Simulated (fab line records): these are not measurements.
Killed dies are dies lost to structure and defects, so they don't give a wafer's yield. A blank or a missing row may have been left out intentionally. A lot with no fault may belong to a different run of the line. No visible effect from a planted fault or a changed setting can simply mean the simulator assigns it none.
The tool behind it: which one?    flow n5Finfet    Sampling: 9 lots, 27 wafers, 5 of 1938 route steps

## WHAT THE GAUGES READ, wafer by wafer
N5_MOL_CONTACT_COAG_OVL_MEAS_41. Usual: VD_OVL typically reads 0.0 nm, with standard deviation 0.63.
lot   measured      on          VD_OVL (nm)     flag
L841  day 5 17:37   overlay-01  0.1 -0.1 -0.2   
L846  day 6 19:08   overlay-01  0.5 -0.1 0.5    
L847  day 6 19:41   overlay-01  0.2 -0.5 -0.6   
L848  day 7 05:28   overlay-02  -0.3 -0.4 -1.2  
L850  day 7 17:46   overlay-01  1.2 1.2 0.6     
L855  day 9 02:38   overlay-01  0.2 -0.1 -0.1   
L858  day 9 14:13   overlay-02  0.2 -0.4 0.1    
L860  day 10 10:01  overlay-02  0.4 0.5 -0.3    
L862  day 10 16:44  overlay-01  0.3 -0.2 0.4    

N5_BEOL_M4_RC_MEAS_101. Usual: DIBL_N 36.7 mV/V, standard deviation 2.4; DIBL_P 37.4 mV/V, standard deviation 2.9; IOFF_N 0.18 nA/um, standard deviation 0.05; IOFF_P 0.23 nA/um, standard deviation 0.058; ION_N 683 uA/um, standard deviation 16; ION_P 467 uA/um, standard deviation 11; SS_N 71.7 mV/dec, standard deviation 0.77; SS_P 73.5 mV/dec, standard deviation 0.87; VT_N 249 mV, standard deviation 4.3; VT_P -250 mV, standard deviation 4.4.
lot   measured      on         DIBL_N (mV/V)   DIBL_P (mV/V)   IOFF_N (nA/um)  IOFF_P (nA/um)  ION_N (uA/um)  ION_P (uA/um)  SS_N (mV/dec)   SS_P (mV/dec)   VT_N (mV)    VT_P (mV)       flag
L841  day 8 08:13   prober-02  35.9 35.8 38.7  34.4 36.3 38.9  0.14 0.16 0.21  0.17 0.21 0.25  669 697 704    455 481 479    71.1 71.3 71.7  72.3 73.1 74.3  254 247 247  -253 -251 -248  
L846  day 9 09:02   prober-01  36.1 37.2 36.5  36.6 36.7 36.5  0.17 0.17 0.17  0.26 0.24 0.24  687 664 688    481 454 474    71.3 72.0 71.9  73.1 73.6 73.3  246 249 249  -246 -246 -248  
L847  day 9 10:56   prober-02  32.5 34.6 34.8  34.2 35.3 36.9  0.14 0.14 0.16  0.19 0.19 0.23  686 671 694    485 463 486    69.9 71.3 70.7  72.6 73.1 73.0  249 252 247  -249 -250 -247  
L848  day 9 17:10   prober-01  39.1 35.8 39.2  37.9 35.5 39.8  0.23 0.16 0.24  0.31 0.25 0.35  676 682 699    473 475 477    73.1 71.4 71.8  73.8 73.0 74.4  245 250 244  -244 -248 -241  
L850  day 10 08:22  prober-01  41.1 33.5 36.9  42.0 33.5 37.0  0.25 0.11 0.16  0.24 0.13 0.17  699 681 680    458 466 450    73.2 70.7 72.0  74.5 72.6 73.5  246 253 250  -251 -259 -256  
L855  day 11 11:47  prober-01  35.1 35.5 36.0  35.5 35.2 37.2  0.17 0.16 0.18  0.21 0.20 0.22  667 662 672    459 451 461    71.8 71.6 72.4  73.4 72.3 73.4  250 251 250  -249 -251 -250  
L858  day 12 02:56  prober-01  33.5 38.5 38.0  32.2 38.8 37.9  0.11 0.20 0.20  0.16 0.25 0.25  670 689 702    464 472 474    71.7 72.1 72.0  72.3 74.1 74.1  256 247 247  -255 -249 -248  
L860  day 12 21:37  prober-01  37.9 34.5 35.7  40.9 35.3 38.1  0.19 0.13 0.16  0.23 0.15 0.19  669 664 666    459 449 449    72.2 71.4 71.5  73.8 72.8 73.4  248 251 247  -251 -256 -254  
L862  day 13 16:04  prober-02  37.8 34.3 33.2  37.7 34.0 33.0  0.18 0.11 0.10  0.20 0.15 0.14  684 670 668    457 468 462    71.9 71.0 70.1  74.1 72.7 72.2  248 254 257  -254 -258 -260  

## EACH LOT AND THE TOOL THAT RAN IT (in order: tool; ch and the chambers of the sampled wafers; start)
lot   N5_MOL_CONTACT_COAG_ETCHBACK_134   N5_MOL_CONTACT_COAG_ETCH_48        N5_MOL_CONTACT_COAG_STRIP_72
L841  rieDiel-04 ch 0,1, day 5 18:05     rieDiel-04 ch 0,1, day 5 18:19     rieDiel-04 ch 0,1, day 5 18:22
L846  rieDiel-04 ch 0,1,3, day 6 19:44   rieDiel-04 ch 0,1,3, day 6 19:57   rieDiel-04 ch 0,1,3, day 6 20:01
L847  rieDiel-04 ch 0,2, day 6 20:52     rieDiel-04 ch 0,2, day 6 21:06     rieDiel-04 ch 0,2, day 6 21:09
L848  rieDiel-03 ch 1,2,3, day 7 05:52   rieDiel-03 ch 1,2,3, day 7 06:05   rieDiel-03 ch 1,2,3, day 7 06:08
L850  rieDiel-04 ch 0,1, day 7 18:22     rieDiel-04 ch 0,1, day 7 18:36     rieDiel-04 ch 0,1, day 7 18:39
L855  rieDiel-01 ch 0,1,3, day 9 04:11   rieDiel-01 ch 0,1,3, day 9 04:25   rieDiel-01 ch 0,1,3, day 9 04:28
L858  rieDiel-03 ch 0,2,3, day 9 15:51   rieDiel-03 ch 0,2,3, day 9 16:05   rieDiel-03 ch 0,2,3, day 9 16:08
L860  rieDiel-01 ch 0,2,3, day 10 11:11  rieDiel-01 ch 0,2,3, day 10 11:25  rieDiel-01 ch 0,2,3, day 10 11:28
L862  rieDiel-01 ch 0,1, day 10 17:18    rieDiel-01 ch 0,1, day 10 17:31    rieDiel-01 ch 0,1, day 10 17:35
- N5_MOL_CONTACT_COAG_ETCHBACK_134: etches SiO2 in CHF3, target depth 10 nm, time 6.7 s.
- N5_MOL_CONTACT_COAG_ETCH_48: etches SiOC in C4F6/O2, target depth 15 nm, overetch 4.5 nm, time 17 s.
- N5_MOL_CONTACT_COAG_STRIP_72: strips in N2/H2.

## AS READ BY THE TOOLS THEMSELVES (means over the sampled wafers that have a number; for cases with no such wafer, the mark the record gives instead)
N5_MOL_CONTACT_COAG_ETCHBACK_134. Usual: drypumpMotorCurrentA 5.7 A, standard deviation 0.47; oesProductAu 0.80 a.u., standard deviation 0.09; rfVppV 530 V, standard deviation 14; showerheadPlenumPTorr 2.42 Torr, standard deviation 0.1; throttleValvePct 18.75 %, standard deviation 0.2.
lot   tool        drypumpMotorCurrentA (A)  oesProductAu (a.u.)  rfVppV (V)  showerheadPlenumPTorr (Torr)  throttleValvePct (%)  flag
L841  rieDiel-04  5.6                       0.92                 518         2.48                          18.70                 
L846  rieDiel-04  5.5                       0.84                 514         2.39                          18.75                 
L847  rieDiel-04  5.2                       0.94                 534         2.53                          18.62                 
L848  rieDiel-03  5.6                       0.81                 540         2.43                          18.74                 
L850  rieDiel-04  5.7                       0.97                 511         2.41                          18.69                 
L855  rieDiel-01  6.0                       0.75                 534         2.39                          18.68                 
L858  rieDiel-03  6.0                       0.72                 535         2.40                          18.98                 
L860  rieDiel-01  5.7                       0.81                 537         2.47                          18.72                 
L862  rieDiel-01  6.0                       0.73                 518         2.32                          18.68                 

N5_MOL_CONTACT_COAG_ETCH_48. Usual: drypumpMotorCurrentA 5.7 A, standard deviation 0.47; oesProductAu 0.65 a.u., standard deviation 0.078; rfVppV 1608 V, standard deviation 41; showerheadPlenumPTorr 2.89 Torr, standard deviation 0.12; throttleValvePct 40.8 %, standard deviation 0.36.
lot   tool        drypumpMotorCurrentA (A)  oesProductAu (a.u.)  rfVppV (V)  showerheadPlenumPTorr (Torr)  throttleValvePct (%)  flag
L841  rieDiel-04  5.6                       0.77                 1572        2.96                          40.5                  
L846  rieDiel-04  5.5                       0.68                 1562        2.85                          40.6                  
L847  rieDiel-04  5.2                       0.72                 1618        3.03                          41.0                  
L848  rieDiel-03  5.6                       0.61                 1634        2.90                          40.6                  
L850  rieDiel-04  5.7                       0.72                 1550        2.87                          40.5                  
L855  rieDiel-01  6.0                       0.60                 1619        2.85                          40.9                  
L858  rieDiel-03  5.9                       0.57                 1619        2.86                          40.9                  
L860  rieDiel-01  5.7                       0.67                 1623        2.95                          41.0                  
L862  rieDiel-01  6.0                       0.63                 1577        2.76                          40.9                  

N5_MOL_CONTACT_COAG_STRIP_72. Usual: drypumpMotorCurrentA 5.7 A, standard deviation 0.47; oesProductAu 0.79 a.u., standard deviation 0.088; rfVppV 59.6 V, standard deviation 2.2; showerheadPlenumPTorr 2.58 Torr, standard deviation 0.11; throttleValvePct 23.7 %, standard deviation 0.4.
lot   tool        drypumpMotorCurrentA (A)  oesProductAu (a.u.)  rfVppV (V)  showerheadPlenumPTorr (Torr)  throttleValvePct (%)  flag
L841  rieDiel-04  5.7                       0.91                 61.8        2.64                          23.7                  
L846  rieDiel-04  5.5                       0.84                 58.7        2.55                          23.8                  
L847  rieDiel-04  5.2                       0.85                 56.9        2.68                          23.5                  
L848  rieDiel-03  5.6                       0.79                 59.6        2.57                          23.4                  
L850  rieDiel-04  5.7                       0.89                 59.3        2.55                          23.7                  
L855  rieDiel-01  6.0                       0.75                 61.3        2.56                          23.8                  
L858  rieDiel-03  6.0                       0.72                 60.2        2.55                          23.9                  
L860  rieDiel-01  5.7                       0.81                 60.1        2.65                          23.9                  
L862  rieDiel-01  6.0                       0.74                 58.7        2.46                          23.8                  

## THE ANSWER, worked out from the rows above alone
Rule: lot off if the mean of its wafers having a number is beyond 3 standard deviations from the usual mean. A lot without any number at a reading at which 4 lots or more have one is off too. The other lots that the step has rows for count as sound. After the gauges, taken in route order, come the tools' own readings; for these a lot's mean is taken, as printed above. At the first step where some lot is off, the reading lying furthest off is the one used; lots without a number count as furthest.
No lot is off on any of the readings shown, so nothing can be concluded from this.

## WHAT THE SIMULATOR HAD INSERTED
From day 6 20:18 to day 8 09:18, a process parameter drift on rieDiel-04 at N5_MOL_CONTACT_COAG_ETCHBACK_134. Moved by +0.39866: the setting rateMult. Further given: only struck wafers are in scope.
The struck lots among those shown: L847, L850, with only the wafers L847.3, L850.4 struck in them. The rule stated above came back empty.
